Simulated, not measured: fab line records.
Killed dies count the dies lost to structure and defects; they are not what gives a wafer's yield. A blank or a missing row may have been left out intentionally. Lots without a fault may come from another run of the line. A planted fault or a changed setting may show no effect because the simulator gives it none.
Chamber matching ; flow n5 finfet ; N5_BEOL_M11_CMP_52 on cmp-01 has 4 sister chambers
The step polishes, stops on SiCOH lowk, t overpolish 7 s, target thk 140 nm. 20 wafers are shown with their chamber, then 10 later ones without.

## WAFERS PAIRED WITH THEIR CHAMBERS
wafer;chamber;motor current A (A);time to endpoint s (s);barrier field endpoint s (s)
L074.3;2;5.2;66;27.9
L074.4;0;5.8;64;27.4
L074.5;1;7.6;71;28.3
L077.1;1;7.0;70;28.7
L077.2;0;6.1;61;28.3
L077.5;1;7.1;69;29.3
L078.1;0;6.4;59;27.5
L078.2;3;6.0;69;29.2
L078.6;1;6.9;66;29.9
L076.2;0;6.0;59;27.1
L076.5;1;6.9;70;29.1
L076.6;2;5.2;66;29.5
L080.1;1;6.9;66;29.0
L080.3;3;5.8;69;29.9
L080.5;0;6.1;59;27.8
L083.3;3;5.6;71;31.2
L083.5;3;6.1;69;31.2
L083.6;2;5.4;67;29.5
L086.1;1;7.4;74;29.6
L086.2;3;5.9;76;30.0

SIGNATURES (averages over the wafers above)
reading;chamber 0;chamber 1;chamber 2;chamber 3;scatter within a chamber
motor current A;6.080;7.114;5.267;5.880;0.228
time to endpoint s;60.40;69.43;66.33;70.80;2.55
barrier field endpoint s;27.620;29.129;28.967;30.300;0.678
Rule: distance of a wafer from a chamber = root of the sum over the readings of ((wafer's reading minus chamber's mean) / reading's scatter) squared. If the next closest chamber is less than 2 further off than the closest, the wafer can't be placed; otherwise it belongs to the closest. The scatter is the square root of a quotient: the sum, over the shown wafers, of each reading's squared deviation from its chamber's mean, divided by wafers minus chambers.

## WAFERS WITH NO CHAMBER GIVEN
wafer;motor current A (A);time to endpoint s (s);barrier field endpoint s (s)
L086.5;6.3;72;30.0
L091.4;7.0;71;28.9
L091.5;6.1;76;31.1
L091.6;5.3;70;29.4
L094.1;6.0;60;28.5
L094.3;7.3;69;30.2
L094.5;6.9;70;31.1
L096.3;5.1;68;29.8
L096.5;5.7;73;31.0
L096.6;5.4;68;29.8

## EACH ONE'S CHAMBER
wafer;from the rows above;in truth
L086.5;can't be placed: 3 or 1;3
L091.4;1;1
L091.5;3;3
L091.6;can't be placed: 2 or 3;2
L094.1;0;0
L094.3;1;1
L094.5;can't be placed: 1 or 3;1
L096.3;2;2
L096.5;3;3
L096.6;can't be placed: 2 or 3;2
Correct placement for 6 of the 10. Cannot be placed on the basis of these rows: 4; the candidates contain the true chamber in 4. 0 placed wrongly.
